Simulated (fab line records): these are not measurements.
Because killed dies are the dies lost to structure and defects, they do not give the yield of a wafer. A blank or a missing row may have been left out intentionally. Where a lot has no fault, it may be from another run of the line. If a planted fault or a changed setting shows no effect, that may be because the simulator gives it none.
Which tool did it? :: flow n5Finfet :: 11 lots, 33 wafers sampled, at 5 steps of a route of 1938

## WHAT EACH GAUGE READ, for each wafer
N5_BEOL_M4_RC_MEAS_101.
lot: L855
measured: day 8 02:14
on: prober-02
DIBL_N (mV/V): 34.6 38.2 37.1

lot: L856
measured: day 8 04:57
on: prober-02
DIBL_N (mV/V): 34.9 34.1 35.3

lot: L857
measured: day 8 14:56
on: prober-02
DIBL_N (mV/V): 35.3 35.4 36.0

lot: L860
measured: day 8 23:53
on: prober-01
DIBL_N (mV/V): 32.8 35.5 35.6

lot: L859
measured: day 9 06:42
on: prober-01
DIBL_N (mV/V): 36.1 36.0 35.6

lot: L866
measured: day 11 08:32
on: prober-01
DIBL_N (mV/V): 33.6 34.7 33.2

lot: L867
measured: day 11 05:29
on: prober-02
DIBL_N (mV/V): 36.2 35.2 37.1

lot: L870
measured: day 12 10:29
on: prober-02
DIBL_N (mV/V): 35.5 36.6 37.5

lot: L872
measured: day 12 11:29
on: prober-02
DIBL_N (mV/V): 36.4 35.6 35.2

lot: L873
measured: day 12 15:20
on: prober-02
DIBL_N (mV/V): 34.5 34.9 34.1

lot: L877
measured: day 13 18:04
on: prober-01
DIBL_N (mV/V): 35.9 37.2 34.9

## WHICH TOOL RAN EACH LOT (tool, then ch and the chambers of the sampled wafers, then the start)
lot: L855
N5_BEOL_M1_ANNEAL_89: pvdSputter-01, day 6 10:20
N5_BEOL_M1_SPUTTER_92: pvdSputter-01, day 6 10:41
N5_BEOL_M1_ANNEAL_93: pvdSputter-01, day 6 10:46
N5_BEOL_M1_ANNEAL_95: pvdSputter-01, day 6 10:59

lot: L856
N5_BEOL_M1_ANNEAL_89: pvdSputter-01, day 6 15:09
N5_BEOL_M1_SPUTTER_92: pvdSputter-01, day 6 15:31
N5_BEOL_M1_ANNEAL_93: pvdSputter-01, day 6 15:35
N5_BEOL_M1_ANNEAL_95: pvdSputter-01, day 6 15:49

lot: L857
N5_BEOL_M1_ANNEAL_89: pvdSputter-03, day 7 02:15
N5_BEOL_M1_SPUTTER_92: pvdSputter-03, day 7 02:37
N5_BEOL_M1_ANNEAL_93: pvdSputter-03, day 7 02:41
N5_BEOL_M1_ANNEAL_95: pvdSputter-03, day 7 02:55

lot: L860
N5_BEOL_M1_ANNEAL_89: pvdSputter-03, day 7 14:14
N5_BEOL_M1_SPUTTER_92: pvdSputter-03, day 7 14:36
N5_BEOL_M1_ANNEAL_93: pvdSputter-03, day 7 14:41
N5_BEOL_M1_ANNEAL_95: pvdSputter-03, day 7 14:54

lot: L859
N5_BEOL_M1_ANNEAL_89: pvdSputter-01, day 7 18:05
N5_BEOL_M1_SPUTTER_92: pvdSputter-01, day 7 18:26
N5_BEOL_M1_ANNEAL_93: pvdSputter-01, day 7 18:31
N5_BEOL_M1_ANNEAL_95: pvdSputter-01, day 7 18:44

lot: L866
N5_BEOL_M1_ANNEAL_89: pvdSputter-03, day 9 14:40
N5_BEOL_M1_SPUTTER_92: pvdSputter-03, day 9 15:01
N5_BEOL_M1_ANNEAL_93: pvdSputter-03, day 9 15:06
N5_BEOL_M1_ANNEAL_95: pvdSputter-03, day 9 15:19

lot: L867
N5_BEOL_M1_ANNEAL_89: pvdSputter-02, day 9 17:16
N5_BEOL_M1_SPUTTER_92: pvdSputter-02, day 9 17:38
N5_BEOL_M1_ANNEAL_93: pvdSputter-02, day 9 17:43
N5_BEOL_M1_ANNEAL_95: pvdSputter-02, day 9 17:56

lot: L870
N5_BEOL_M1_ANNEAL_89: pvdSputter-02, day 10 12:14
N5_BEOL_M1_SPUTTER_92: pvdSputter-02, day 10 12:35
N5_BEOL_M1_ANNEAL_93: pvdSputter-02, day 10 12:40
N5_BEOL_M1_ANNEAL_95: pvdSputter-02, day 10 12:53

lot: L872
N5_BEOL_M1_ANNEAL_89: pvdSputter-03, day 10 18:05
N5_BEOL_M1_SPUTTER_92: pvdSputter-03, day 10 18:27
N5_BEOL_M1_ANNEAL_93: pvdSputter-03, day 10 18:32
N5_BEOL_M1_ANNEAL_95: pvdSputter-03, day 10 18:45

lot: L873
N5_BEOL_M1_ANNEAL_89: pvdSputter-03, day 10 20:45
N5_BEOL_M1_SPUTTER_92: pvdSputter-03, day 10 21:07
N5_BEOL_M1_ANNEAL_93: pvdSputter-03, day 10 21:11
N5_BEOL_M1_ANNEAL_95: pvdSputter-03, day 10 21:25

lot: L877
N5_BEOL_M1_ANNEAL_89: pvdSputter-01, day 12 04:29
N5_BEOL_M1_SPUTTER_92: pvdSputter-01, day 12 04:51
N5_BEOL_M1_ANNEAL_93: pvdSputter-01, day 12 04:56
N5_BEOL_M1_ANNEAL_95: pvdSputter-01, day 12 05:09
- N5_BEOL_M1_ANNEAL_89: time 240 s.
- N5_BEOL_M1_SPUTTER_92: material Cu, target thk 4.5 nm, time 8.29 s.
- N5_BEOL_M1_ANNEAL_93: time 240 s.
- N5_BEOL_M1_ANNEAL_95: time 240 s.

## THE ANSWER, worked out from the rows above alone
Rule: the usual values come from the lots themselves. Put in order of their means at a reading, lots are off if they are a third of the lots or fewer, leave a main group of 4 or more, and stand apart from it by a gap of 3 or more times the standard deviation of the main group's means; of several such gaps the widest counts. Not used: any main group whose means are identical at the precision the tables above print for the reading. Also off: a lot with no number at a reading for which 4 or more lots have one. Any other lot the step has rows for is counted as sound.
None of the lots is off at any reading shown; this tells nothing.

## WHAT THE SIMULATOR PUT IN
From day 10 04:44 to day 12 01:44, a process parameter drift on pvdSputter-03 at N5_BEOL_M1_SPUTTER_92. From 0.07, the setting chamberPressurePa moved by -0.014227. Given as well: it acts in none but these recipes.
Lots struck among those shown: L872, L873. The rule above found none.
